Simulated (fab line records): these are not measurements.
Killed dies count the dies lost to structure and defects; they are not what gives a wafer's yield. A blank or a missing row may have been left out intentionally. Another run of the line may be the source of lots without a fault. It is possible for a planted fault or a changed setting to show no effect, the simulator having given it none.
Matching of chambers ; flow n5Finfet ; N5_BEOL_M7_STRIP_19 on rieDiel-06: 4 sister chambers
The step strips in O2. 18 wafers are shown with their chamber, then 9 later ones without.

## WAFERS WITH THEIR CHAMBER
wafer;chamber;showerheadPlenumPTorr (Torr);drypumpMotorCurrentA (A);throttleValvePct (%)
L080.1;3;1.99;5.9;16.55
L080.2;0;2.04;5.6;16.41
L080.6;3;1.99;5.9;16.53
L085.3;1;2.02;5.6;16.83
L085.4;2;2.26;5.4;16.64
L085.5;0;2.04;5.6;16.43
L088.1;0;2.04;5.6;16.46
L088.3;3;1.99;5.9;16.58
L088.4;1;2.02;5.6;16.84
L090.1;3;1.99;5.9;16.58
L090.2;2;2.26;5.3;16.64
L090.4;0;2.04;5.6;16.44
L091.4;2;2.26;5.3;16.65
L091.5;3;1.99;5.9;16.59
L091.6;2;2.26;5.3;16.65
L093.1;0;2.03;5.6;16.45
L093.2;1;2.01;5.6;16.87
L093.5;0;2.03;5.6;16.47

SIGNATURES (averages over the wafers above)
reading;chamber 0;chamber 1;chamber 2;chamber 3;scatter within a chamber
showerheadPlenumPTorr;2.0367;2.0167;2.2600;1.9900;0.00378
drypumpMotorCurrentA;5.600;5.600;5.325;5.900;0.0231
throttleValvePct;16.4433;16.8467;16.6450;16.5660;0.0204
Rule: for a wafer and a chamber, the distance is found by dividing, reading by reading, the gap between the wafer's reading and the chamber's mean by the reading's scatter, squaring, summing and taking the root. The wafer belongs to the nearest chamber; if the next one is less than 2 further off, it can't be placed. The scatter: the root of (the sum of the squares of (reading less its chamber's mean) over the shown wafers, divided by (wafers less chambers)).

## WAFERS WITH NO CHAMBER GIVEN
wafer;showerheadPlenumPTorr (Torr);drypumpMotorCurrentA (A);throttleValvePct (%)
L092.1;2.03;5.6;16.48
L092.3;2.01;5.6;16.86
L092.4;1.99;5.9;16.60
L095.4;2.01;5.6;16.88
L095.5;1.98;5.8;16.61
L095.6;2.25;5.3;16.67
L094.1;2.25;5.4;16.67
L094.3;1.98;5.9;16.61
L094.5;2.03;5.6;16.45

## EACH ONE'S CHAMBER
wafer;from the rows above;in truth
L092.1;0;0
L092.3;1;1
L092.4;3;3
L095.4;1;1
L095.5;3;3
L095.6;2;2
L094.1;2;2
L094.3;3;3
L094.5;0;0
9 of 9 placed correctly. Can't be placed from these rows: 0. 0 placed wrongly.
